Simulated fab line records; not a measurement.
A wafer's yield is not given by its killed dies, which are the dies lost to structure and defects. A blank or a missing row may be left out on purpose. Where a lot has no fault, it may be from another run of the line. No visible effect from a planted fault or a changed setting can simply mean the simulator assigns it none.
Matching of chambers / flow n5-finfet / rie-diel-03 running N5_MOL_CONTACT_COAG_STRIP_98: 3 sister chambers
The step strips in N2/H2. 3 wafers are shown with their chamber, then 9 later ones without.

## EACH WAFER AND ITS CHAMBER
wafer=L087.1; chamber=0; showerhead-plenum-p-Torr (Torr)=3.47
wafer=L087.2; chamber=2; showerhead-plenum-p-Torr (Torr)=3.29
wafer=L087.3; chamber=1; showerhead-plenum-p-Torr (Torr)=3.31

## WAFERS WITHOUT THEIR CHAMBER
wafer=L087.4; showerhead-plenum-p-Torr (Torr)=3.31
wafer=L087.5; showerhead-plenum-p-Torr (Torr)=3.47
wafer=L087.6; showerhead-plenum-p-Torr (Torr)=3.29
wafer=L088.1; showerhead-plenum-p-Torr (Torr)=3.46
wafer=L088.3; showerhead-plenum-p-Torr (Torr)=3.29
wafer=L088.5; showerhead-plenum-p-Torr (Torr)=3.47
wafer=L093.3; showerhead-plenum-p-Torr (Torr)=3.46
wafer=L093.5; showerhead-plenum-p-Torr (Torr)=3.31
wafer=L093.6; showerhead-plenum-p-Torr (Torr)=3.46

## EACH ONE'S CHAMBER
wafer=L087.4; from the rows above=1; in truth=1
wafer=L087.5; from the rows above=0; in truth=0
wafer=L087.6; from the rows above=2; in truth=2
wafer=L088.1; from the rows above=0; in truth=0
wafer=L088.3; from the rows above=2; in truth=2
wafer=L088.5; from the rows above=0; in truth=0
wafer=L093.3; from the rows above=0; in truth=0
wafer=L093.5; from the rows above=1; in truth=1
wafer=L093.6; from the rows above=0; in truth=0
Placed correctly: 9 of 9. Can't be placed from these rows: 0. Number placed wrongly: 0.
How it was worked out, from the rows above alone: a wafer's distance from a chamber is the root of the sum, over the readings, of the square of ((its reading less the chamber's mean) divided by the reading's scatter). If the next closest chamber is less than 2 further off than the closest, the wafer can't be placed; otherwise it belongs to the closest. A chamber's mean is the mean of its shown wafers. The scatter: root of mean squared gap, hidden wafer to nearest shown wafer, with one shown wafer a chamber.
